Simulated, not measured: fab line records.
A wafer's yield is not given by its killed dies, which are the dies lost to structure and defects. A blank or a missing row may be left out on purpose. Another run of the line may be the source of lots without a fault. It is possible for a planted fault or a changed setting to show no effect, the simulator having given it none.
fab line records	flow n5Finfet	part 1 of 2: steps 1 to 4 of 6
[record] lots = 23	wafers = 69	lastDay = 18
route steps=1938 shown BEOL_M1@794 BEOL_M2@860
lots that met no fault: taken from a fault-free run of the same line
startH: start of the lot's first displayed wafer, in hours after the record's first day	waitH: hours since the lot's step before	" same as the row above	L1.1+2: a single row standing in for several wafers	- no value present, or no start provided	* or withheld: withheld	< > ~ a bound
route shown NAME@n: a module of which the file shows steps, and the number in the route of the first	usual: mean/standard deviation taken from wafers without a fault	same: alike in all rows	chamber/n: place in a boat	sites: readings site by site	_std_site: the values' standard deviation	_edge_site: inner sites' mean taken away from outer sites' mean	radiusMm: how far each site lies from the wafer's centre	mask NAME#n: copy n	behind: tool/chamber where the wafer was last shaped	hold: why the lot went on hold/how many hours it stayed there/how the hold came to an end	device: the n, p or np transistor that did not switch	end of line: tests of these same wafers at the route's end	a step without rows: its recipe alone	killed: count of dies lost to structure and defects at first sort (not the wafer's yield)	map: shows each die of a wafer: x if killed, . if not, _ if none is there
set.NAME: the setting the step ran with; set.NAME@STEP: the setting that earlier step ran with	model.NAME: the simulator's own value behind a step, which no gauge read
steps of the route over a sample of lots; a table a step, a row a wafer
services: the hour from which a tool's chamber was out of use, counted from the record's first day as startH (under 0 if before that day), plus the number of hours and why
[[steps]]
[step N5_BEOL_M1_ETCH_70]
[recipe] chemistry = N2/H2	target = SOC	targetDepthA = 800	overetchA = 160	maskMaterial = SiARC	tempC = 40	timeS = 120	ionEnergyEv = 200	pressureMtorr = 30	sourceW = 840	biasW = 150	n2FlowSccm = 200	h2FlowSccm = 200
[usual] drypumpMotorCurrentA = 5.6/0.44	oesProductAu = 0.59/0.061	rfVppV = 523.9/2	showerheadPlenumPTorr = 2.54/0.064	throttleValvePct = 17.88/0.21
lot.wafer	tool	chamber	startH	waitH	drypumpMotorCurrentA	oesProductAu	rfHoursCounterH	rfVppV	showerheadPlenumPTorr	throttleValvePct
L075.1	rieDiel-04	0	136.10	0.0	6.2	0.57	175	523.9	2.54	17.97
L075.5	"	0	"	"	6.2	0.57	-	523.9	2.54	17.98
L075.6	"	1	"	"	5.6	0.61	-	524.1	2.55	18.05
L076.1	rieDiel-04	3	136.57	0.0	5.0	0.53	225	522.4	2.49	17.81
L076.3	"	0	"	"	6.2	0.57	175	524.5	2.54	17.97
L076.5	"	3	"	"	5.0	0.54	-	523.2	2.49	17.80
L077.2	rieDiel-03	1	138.56	0.0	5.1	0.59	140	524.0	2.53	17.77
L077.5	"	0	"	"	5.5	0.67	-	522.7	2.48	17.80
L077.6	"	3	"	"	5.6	0.58	-	526.0	2.65	18.01
L078.3	rieDiel-04	3	151.20	0.0	5.0	0.53	230	523.1	2.49	17.84
L078.5	"	0	"	"	6.2	0.56	-	521.8	2.54	17.99
L078.6	"	1	"	"	5.6	0.61	-	524.7	2.55	18.05
L079.2	rieDiel-03	0	151.40	0.0	5.5	0.66	49	522.1	2.48	17.78
L079.5	"	3	"	"	5.6	0.58	-	528.8	2.64	18.03
L079.6	"	0	"	"	5.5	0.66	-	521.6	2.48	17.79
L081.1	rieDiel-04	2	175.07	0.0	6.5	0.53	232	520.0	2.41	17.96
L081.4	"	1	"	"	5.6	0.61	110	523.6	2.55	18.04
L081.6	"	1	"	"	5.6	0.61	-	524.0	2.55	18.05
L080.2	rieDiel-03	2	175.34	0.0	5.1	0.52	247	525.8	2.59	17.68
L080.3	"	1	"	"	5.1	0.59	151	523.2	2.52	17.78
L080.6	"	1	"	"	5.1	0.59	-	523.1	2.52	17.79
L082.1	rieDiel-04	0	175.46	0.0	6.1	0.57	185	522.4	2.54	17.99
L082.2	"	2	"	"	6.5	0.53	233	519.9	2.41	17.98
L082.5	"	1	"	"	5.5	0.60	-	523.8	2.55	18.08
L083.2	rieDiel-05	2	186.28	0.0	5.2	0.56	179	524.2	2.52	17.70
L083.5	"	3	"	"	5.8	0.58	-	522.2	2.54	18.09
L083.6	"	0	"	"	5.8	0.56	-	526.1	2.62	17.85
L084.1	rieDiel-04	0	190.58	0.0	6.2	0.57	189	523.4	2.54	18.00
L084.5	"	0	"	"	6.2	0.56	-	524.2	2.54	17.99
L084.6	"	1	"	"	5.5	0.61	-	523.8	2.55	18.08
L085.2	rieDiel-03	3	195.84	0.0	5.6	0.58	163	527.5	2.64	18.03
L085.3	"	0	"	"	5.5	0.65	-	522.8	2.48	17.81
L085.5	"	3	"	"	5.6	0.57	-	527.0	2.64	18.04
L086.1	rieDiel-04	1	208.90	0.0	5.6	0.60	119	523.1	2.55	18.07
L086.5	"	3	"	"	5.0	0.52	-	522.8	2.48	17.82
L086.6	"	0	"	"	6.2	0.56	-	522.6	2.53	18.01
L087.2	rieDiel-03	0	213.18	0.0	5.5	0.64	67	522.4	2.47	17.84
L087.3	"	2	"	"	5.1	0.74	3	526.0	2.59	17.32
L087.5	"	3	"	"	5.6	0.57	-	527.6	2.64	18.07
L089.1	rieDiel-05	1	219.32	0.0	5.5	0.55	200	524.4	2.54	18.00
L089.2	"	0	"	"	5.8	0.56	200	526.0	2.62	17.88
L089.5	"	2	"	"	5.2	0.55	-	523.0	2.52	17.71
L088.1	rieDiel-03	0	219.41	0.0	5.5	0.64	69	523.2	2.47	17.82
L088.3	"	3	"	"	5.6	0.57	172	527.9	2.64	18.04
L088.5	"	0	"	"	5.5	0.65	-	521.5	2.47	17.83
L090.1	rieDiel-03	3	233.54	0.0	5.6	0.56	175	526.4	2.63	18.06
L090.3	"	2	"	"	5.0	0.73	8	526.6	2.59	17.33
L090.4	"	0	"	"	5.5	0.64	72	523.9	2.47	17.84
L091.1	rieDiel-03	3	238.90	0.0	5.6	0.57	176	527.0	2.63	18.06
L091.2	"	0	"	"	5.5	0.64	73	521.7	2.47	17.82
L091.5	"	2	"	"	5.1	0.72	-	525.5	2.59	17.34
L092.1	rieDiel-03	0	239.59	0.0	5.5	0.64	74	521.0	2.47	17.83
L092.2	"	2	"	"	5.1	0.72	10	525.3	2.59	17.33
L092.3	"	3	"	"	5.6	0.56	177	525.2	2.63	18.08
L095.2	rieDiel-03	3	250.52	0.0	5.6	0.56	181	526.5	2.63	18.07
L095.3	"	0	"	"	5.4	0.63	78	522.1	2.47	17.84
L095.4	"	1	"	"	5.1	0.57	171	523.7	2.52	17.81
L093.1	rieDiel-04	1	251.91	0.0	5.5	0.59	132	523.1	2.54	18.12
L093.4	"	0	"	"	6.2	0.56	-	523.5	2.53	18.04
L093.5	"	1	"	"	5.5	0.59	-	523.3	2.54	18.10
L094.2	rieDiel-04	0	256.96	0.0	6.2	0.55	209	523.4	2.53	18.06
L094.4	"	0	"	"	6.2	0.55	-	520.7	2.53	18.03
L094.5	"	3	"	"	5.0	0.76	-	521.7	2.48	17.44
L096.2	rieDiel-03	0	268.58	0.0	5.5	0.64	83	521.8	2.47	17.85
L096.3	"	2	"	"	5.1	0.70	18	525.0	2.59	17.35
L096.6	"	0	"	"	5.5	0.63	-	522.4	2.47	17.85
L097.1	rieDiel-04	3	271.83	0.0	4.9	0.73	7	522.2	2.47	17.44
L097.5	"	3	"	"	5.0	0.73	-	522.5	2.47	17.44
L097.6	"	0	"	"	6.2	0.55	-	523.2	2.52	18.05
[step N5_BEOL_M1_ANNEAL_51]
[recipe] tempC = 225	timeS = 90	ambient = N2
[usual] wafer_temp_C_max = 226.3/0.71
lot.wafer	tool	chamber	startH	waitH	wafer_temp_C_max
L075.1	rtpAnneal-01	0	139.77	0.1	226.8
L075.5	"	0	"	"	226.4
L075.6	"	0	"	"	227.7
L076.1	rtpAnneal-02	0	139.97	0.1	225.6
L076.3	"	0	"	"	225.4
L076.5	"	0	"	"	225.6
L077.2	rtpAnneal-01	0	141.81	0.1	227.6
L077.5	"	0	"	"	227.6
L077.6	"	0	"	"	226.7
L078.3	rtpAnneal-01	0	154.77	0.1	226.2
L078.5	"	0	"	"	226.2
L078.6	"	0	"	"	227.0
L079.2	rtpAnneal-02	0	155.07	0.1	225.7
L079.5	"	0	"	"	225.4
L079.6	"	0	"	"	225.4
L081.1	rtpAnneal-02	0	178.47	0.1	225.4
L081.4	"	0	"	"	225.8
L081.6	"	0	"	"	225.6
L080.2	rtpAnneal-01	0	178.62	0.1	226.9
L080.3	"	0	"	"	226.8
L080.6	"	0	"	"	226.5
L082.1	rtpAnneal-02	0	180.35	0.1	225.8
L082.2	"	0	"	"	225.9
L082.5	"	0	"	"	225.7
L083.2	rtpAnneal-01	0	189.97	0.2	226.8
L083.5	"	0	"	"	226.9
L083.6	"	0	"	"	226.3
L084.1	rtpAnneal-01	0	194.16	0.1	227.1
L084.5	"	0	"	"	226.5
L084.6	"	0	"	"	226.8
L085.2	rtpAnneal-01	0	199.66	0.1	227.6
L085.3	"	0	"	"	226.8
L085.5	"	0	"	"	226.9
L086.1	rtpAnneal-01	0	212.22	0.1	226.8
L086.5	"	0	"	"	226.4
L086.6	"	0	"	"	226.4
L087.2	rtpAnneal-01	0	219.95	0.2	227.1
L087.3	"	0	"	"	226.9
L087.5	"	0	"	"	226.7
L089.1	rtpAnneal-01	0	222.86	0.1	227.1
L089.2	"	0	"	"	226.9
L089.5	"	0	"	"	227.1
L088.1	rtpAnneal-02	0	223.02	0.1	225.6
L088.3	"	0	"	"	225.4
L088.5	"	0	"	"	225.5
L090.1	rtpAnneal-02	0	238.84	0.1	225.5
L090.3	"	0	"	"	225.7
L090.4	"	0	"	"	225.6
L091.1	rtpAnneal-01	0	242.42	0.3	226.3
L091.2	"	0	"	"	226.7
L091.5	"	0	"	"	226.8
L092.1	rtpAnneal-02	0	243.98	0.1	225.4
L092.2	"	0	"	"	225.6
L092.3	"	0	"	"	225.4
L095.2	rtpAnneal-01	0	254.25	0.1	226.2
L095.3	"	0	"	"	226.8
L095.4	"	0	"	"	226.8
L094.2	rtpAnneal-02	0	260.15	0.1	225.6
L094.4	"	0	"	"	225.0
L094.5	"	0	"	"	225.4
L093.1	rtpAnneal-01	0	266.57	0.1	226.6
L093.4	"	0	"	"	227.2
L093.5	"	0	"	"	226.8
L096.2	rtpAnneal-01	0	271.97	0.1	226.9
L096.3	"	0	"	"	227.3
L096.6	"	0	"	"	226.7
L097.1	rtpAnneal-02	0	275.83	0.3	226.0
L097.5	"	0	"	"	225.6
L097.6	"	0	"	"	225.8
[step N5_BEOL_M2_ETCH_64]
[recipe] chemistry = N2/H2	target = SOC	targetDepthA = 750	overetchA = 225	maskMaterial = SiARC	tempC = 40	timeS = 121.9	ionEnergyEv = 200	pressureMtorr = 30	sourceW = 840	biasW = 150	n2FlowSccm = 200	h2FlowSccm = 200
[usual] drypumpMotorCurrentA = 5.6/0.51	oesProductAu = 0.64/0.067	rfVppV = 523.6/2.4	showerheadPlenumPTorr = 2.53/0.087	throttleValvePct = 17.71/0.2
lot.wafer	tool	chamber	startH	waitH	drypumpMotorCurrentA	oesProductAu	rfHoursCounterH	rfVppV	showerheadPlenumPTorr	throttleValvePct
L075.1	rieDiel-01	0	144.33	0.0	6.0	0.61	109	523.1	2.55	17.72
L075.5	"	0	"	"	6.0	0.61	-	525.1	2.55	17.70
L075.6	"	2	"	"	5.2	0.52	-	521.9	2.50	17.84
L076.1	rieDiel-01	2	144.64	0.0	5.2	0.52	243	522.6	2.50	17.84
L076.3	"	3	"	"	6.1	0.73	2	523.8	2.50	17.68
L076.5	"	3	"	"	6.1	0.72	-	524.7	2.50	17.67
L077.2	rieDiel-01	3	144.99	0.0	6.1	0.72	2	522.0	2.50	17.68
L077.5	"	2	"	"	5.1	0.52	-	522.1	2.50	17.82
L077.6	"	0	"	"	6.0	0.61	-	525.3	2.55	17.72
L078.3	rieDiel-06	1	157.14	0.0	5.0	0.61	117	525.0	2.55	17.55
L078.5	"	3	"	"	5.3	0.70	-	522.4	2.50	17.41
L078.6	"	1	"	"	5.0	0.62	-	523.6	2.55	17.54
L079.2	rieDiel-02	1	157.45	0.0	5.3	0.52	229	519.7	2.39	17.79
L079.5	"	1	"	"	5.4	0.51	-	520.0	2.39	17.79
L079.6	"	0	"	"	5.6	0.56	-	519.9	2.43	17.97
L081.1	rieDiel-02	1	181.19	0.0	5.4	0.52	238	518.9	2.39	17.82
L081.4	"	0	"	"	5.6	0.55	187	520.6	2.42	18.00
L081.6	"	2	"	"	5.4	0.73	-	528.1	2.72	17.68
L080.2	rieDiel-06	0	181.44	0.0	5.5	0.73	5	530.3	2.72	17.71
L080.3	"	2	"	"	5.5	0.65	61	526.3	2.58	17.99
L080.6	"	3	"	"	5.3	0.70	-	522.1	2.49	17.39
L082.1	rieDiel-06	3	182.11	0.0	5.3	0.69	17	522.9	2.49	17.43
L082.2	"	1	"	"	5.0	0.61	124	524.4	2.55	17.57
L082.5	"	0	"	"	5.5	0.73	-	528.3	2.72	17.70
L083.2	rieDiel-06	3	192.46	0.0	5.3	0.69	21	523.1	2.49	17.41
L083.5	"	3	"	"	5.3	0.69	-	522.0	2.49	17.42
L083.6	"	0	"	"	5.6	0.72	-	527.8	2.72	17.71
L084.1	rieDiel-06	2	197.11	0.0	5.5	0.64	66	524.6	2.58	17.98
L084.5	"	2	"	"	5.5	0.64	-	525.1	2.58	18.00
L084.6	"	1	"	"	4.9	0.60	-	524.6	2.55	17.59
L085.2	rieDiel-01	3	201.50	0.0	6.1	0.68	24	523.6	2.49	17.72
L085.3	"	2	"	"	5.1	0.72	7	521.8	2.49	17.33
L085.5	"	0	"	"	6.0	0.59	-	523.8	2.54	17.76
L086.1	rieDiel-06	3	214.44	0.0	5.3	0.68	28	520.7	2.49	17.43
L086.5	"	3	"	"	5.3	0.68	-	521.4	2.49	17.40
L086.6	"	1	"	"	4.9	0.60	-	525.0	2.55	17.58
L087.2	rieDiel-01	2	223.76	0.0	5.1	0.71	15	523.0	2.49	17.35
L087.3	"	0	"	"	6.0	0.59	138	522.7	2.54	17.77
L087.5	"	1	"	"	6.7	0.70	-	523.0	2.49	17.83
L089.1	rieDiel-06	0	225.03	0.0	5.5	0.70	21	528.0	2.71	17.73
L089.2	"	3	"	"	5.3	0.67	32	522.8	2.49	17.43
L089.5	"	0	"	"	5.6	0.70	-	527.4	2.71	17.74
L088.1	rieDiel-01	3	225.12	0.0	6.1	0.67	32	521.1	2.49	17.75
L088.3	"	1	"	"	6.7	0.68	22	522.2	2.49	17.82
L088.5	"	0	"	"	6.0	0.58	-	523.4	2.54	17.76
L090.1	rieDiel-06	2	240.62	0.0	5.5	0.63	77	525.3	2.58	18.03
L090.3	"	3	"	"	5.3	0.67	37	520.8	2.49	17.44
L090.4	"	1	"	"	4.9	0.59	142	525.0	2.54	17.59
L091.1	rieDiel-01	3	244.70	0.0	6.1	0.67	37	521.3	2.49	17.74
L091.2	"	1	"	"	6.7	0.68	28	521.3	2.48	17.85
L091.5	"	2	"	"	5.1	0.70	-	523.7	2.49	17.37
L092.1	rieDiel-02	2	247.66	0.0	5.4	0.68	33	528.2	2.71	17.72
L092.2	"	0	"	"	5.6	0.54	212	520.7	2.41	18.02
L092.3	"	3	"	"	6.5	0.51	235	519.9	2.43	17.86
L095.2	rieDiel-02	1	257.80	0.0	5.4	0.74	3	527.1	2.70	17.40
L095.3	"	2	"	"	5.4	0.68	37	528.0	2.71	17.74
L095.4	"	3	"	"	6.5	0.51	239	519.7	2.42	17.88
L094.2	rieDiel-06	3	261.94	0.0	5.3	0.65	45	524.2	2.48	17.47
L094.4	"	2	"	"	5.5	0.62	85	525.5	2.57	18.04
L094.5	"	0	"	"	5.5	0.69	-	528.7	2.71	17.77
L093.1	rieDiel-01	3	269.56	0.0	6.1	0.65	45	520.4	2.48	17.76
L093.4	"	0	"	"	6.0	0.58	153	523.1	2.53	17.78
L093.5	"	0	"	"	6.0	0.58	-	523.6	2.53	17.78
L096.2	rieDiel-01	0	274.10	0.0	6.0	0.58	154	523.6	2.53	17.78
L096.3	"	3	"	"	6.1	0.64	46	523.1	2.48	17.75
L096.6	"	1	"	"	6.7	0.67	-	521.9	2.48	17.87
L097.1	rieDiel-01	1	278.52	0.0	6.7	0.66	41	522.5	2.48	17.85
L097.5	"	2	"	"	5.1	0.69	-	521.5	2.48	17.38
L097.6	"	3	"	"	6.1	0.65	-	523.3	2.48	17.76
[step N5_BEOL_M2_ETCHBACK_99]
[recipe] chemistry = CHF3	target = SiO2	targetDepthA = 50	timeS = 10.4	sourceW = 215	biasW = 47	Ar_flow_sccm = 200	CHF3_flow_sccm = 12	ionEnergyEv = 100	pressureMtorr = 30
[usual] drypumpMotorCurrentA = 5.7/0.52	oes_f_703_au = 0.83/0.1	oesProductAu = 0.83/0.11	rfVppV = 238/4.2	showerheadPlenumPTorr = 2.13/0.083	throttleValvePct = 16.98/0.22
lot.wafer	tool	chamber	startH	waitH	drypumpMotorCurrentA	oes_f_703_au	oesProductAu	rfHoursCounterH	rfVppV	showerheadPlenumPTorr	throttleValvePct
L075.1	rieDiel-06	1	146.01	0.7	4.9	0.80	0.81	112	247	2.17	16.84
L075.5	"	2	"	"	5.5	0.86	0.86	-	239	2.17	17.20
L075.6	"	3	"	"	5.3	0.98	0.96	-	239	2.11	16.61
L076.1	rieDiel-02	0	146.58	0.5	5.6	0.76	0.73	173	233	2.04	17.04
L076.3	"	1	"	"	5.3	0.66	0.67	-	239	2.05	17.23
L076.5	"	0	"	"	5.6	0.75	0.73	-	232	2.04	17.04
L077.2	rieDiel-02	0	148.80	2.6	5.6	0.75	0.73	175	233	2.04	17.04
L077.5	"	1	"	"	5.4	0.67	0.67	-	241	2.05	17.20
L077.6	"	0	"	"	5.6	0.75	0.73	-	232	2.04	17.05
L078.3	rieDiel-02	3	168.27	10.1	6.5	0.70	0.68	206	237	2.04	16.83
L078.5	"	2	"	"	5.4	0.97	0.96	-	243	2.30	16.92
L078.6	"	1	"	"	5.4	0.65	0.66	-	240	2.05	17.24
L079.2	rieDiel-01	0	168.29	9.7	6.0	0.76	0.77	120	234	2.18	17.11
L079.5	"	3	"	"	6.0	0.92	0.94	-	238	2.13	17.07
L079.6	"	1	"	"	6.7	0.97	0.98	-	238	2.11	17.01
L081.1	rieDiel-01	2	186.38	4.1	5.1	1.00	0.99	1	243	2.11	16.52
L081.4	"	3	"	"	6.1	0.91	0.91	19	238	2.13	17.09
L081.6	"	2	"	"	5.2	1.01	0.99	-	242	2.11	16.53
L080.2	rieDiel-02	3	186.51	3.6	6.6	0.70	0.69	211	236	2.03	16.83
L080.3	"	1	"	"	5.4	0.65	0.66	239	238	2.05	17.27
L080.6	"	1	"	"	5.3	0.65	0.67	-	240	2.05	17.24
L082.1	rieDiel-01	3	191.15	7.9	6.0	0.91	0.90	21	237	2.12	17.09
L082.2	"	2	"	"	5.2	0.99	0.98	3	245	2.11	16.51
L082.5	"	2	"	"	5.1	0.99	0.98	-	244	2.11	16.53
L083.2	rieDiel-01	1	196.02	2.5	6.7	0.93	0.95	12	237	2.11	17.04
L083.5	"	0	"	"	6.0	0.76	0.76	-	236	2.17	17.13
L083.6	"	1	"	"	6.7	0.94	0.95	-	237	2.11	17.04
L084.1	rieDiel-02	0	199.22	1.0	5.6	0.74	0.72	193	233	2.03	17.08
L084.5	"	1	"	"	5.3	0.65	0.66	-	240	2.05	17.24
L084.6	"	0	"	"	5.6	0.74	0.72	-	232	2.03	17.09
L085.2	rieDiel-06	1	202.89	0.1	4.9	0.78	0.78	130	246	2.17	16.88
L085.3	"	0	"	"	5.5	0.97	0.96	13	231	2.29	16.85
L085.5	"	0	"	"	5.5	0.97	0.95	-	232	2.29	16.85
L086.1	rieDiel-01	3	216.26	0.7	6.1	0.89	0.89	28	236	2.12	17.10
L086.5	"	2	"	"	5.1	0.96	0.96	-	245	2.11	16.53
L086.6	"	1	"	"	6.7	0.92	0.92	-	238	2.10	17.05
L087.2	rieDiel-01	0	228.10	3.1	6.0	0.75	0.75	139	234	2.17	17.15
L087.3	"	2	"	"	5.1	0.95	0.95	16	243	2.11	16.55
L087.5	"	1	"	"	6.7	0.90	0.91	-	236	2.10	17.08
L089.1	rieDiel-02	0	233.36	7.1	5.6	0.73	0.71	206	234	2.03	17.09
L089.2	"	3	"	"	6.5	0.69	0.67	229	236	2.03	16.88
L089.5	"	3	"	"	6.5	0.68	0.68	-	234	2.03	16.89
L088.1	rieDiel-06	3	238.64	12.2	5.3	0.90	0.89	37	238	2.10	16.66
L088.3	"	1	"	"	4.9	0.77	0.78	142	246	2.16	16.91
L088.5	"	2	"	"	5.5	0.83	0.83	-	239	2.16	17.26
L090.1	rieDiel-02	2	242.88	0.7	5.4	0.90	0.90	32	242	2.29	16.98
L090.3	"	0	"	"	5.6	0.72	0.71	211	233	2.03	17.13
L090.4	"	3	"	"	6.6	0.68	0.67	-	237	2.03	16.88
L091.1	rieDiel-06	0	248.12	2.4	5.5	0.93	0.92	28	231	2.28	16.86
L091.2	"	3	"	"	5.3	0.90	0.89	40	238	2.10	16.65
L091.5	"	3	"	"	5.3	0.90	0.88	-	238	2.10	16.67
L092.1	rieDiel-02	2	250.56	1.3	5.4	0.90	0.89	35	242	2.29	16.96
L092.2	"	3	"	"	6.6	0.68	0.67	236	237	2.03	16.89
L092.3	"	0	"	"	5.6	0.73	0.69	213	233	2.03	17.12
L095.2	rieDiel-02	1	268.54	9.7	5.4	0.93	0.94	6	244	2.31	16.85
L095.3	"	3	"	"	6.5	0.68	0.66	243	234	2.02	16.90
L095.4	"	0	"	"	5.6	0.72	0.70	218	233	2.02	17.13
L094.2	rieDiel-01	2	268.63	5.2	5.2	0.91	0.91	31	244	2.10	16.58
L094.4	"	1	"	"	6.8	0.88	0.88	38	237	2.10	17.09
L094.5	"	0	"	"	6.0	0.74	0.74	-	234	2.17	17.17
L093.1	rieDiel-06	0	277.35	6.3	5.5	0.92	0.90	37	230	2.28	16.88
L093.4	"	2	"	"	5.5	0.82	0.82	89	241	2.16	17.26
L093.5	"	2	"	"	5.5	0.82	0.81	-	240	2.15	17.28
L096.2	rieDiel-01	1	286.66	11.3	6.7	0.87	0.87	44	236	2.10	17.10
L096.3	"	2	"	"	5.1	0.90	0.89	38	243	2.10	16.58
L096.6	"	1	"	"	6.7	0.86	0.87	-	237	2.10	17.10
L097.1	rieDiel-06	3	297.23	17.5	5.3	0.87	0.85	56	237	2.10	16.69
L097.5	"	3	"	"	5.3	0.88	0.85	-	238	2.10	16.69
L097.6	"	2	"	"	5.5	0.82	0.80	-	240	2.15	17.29
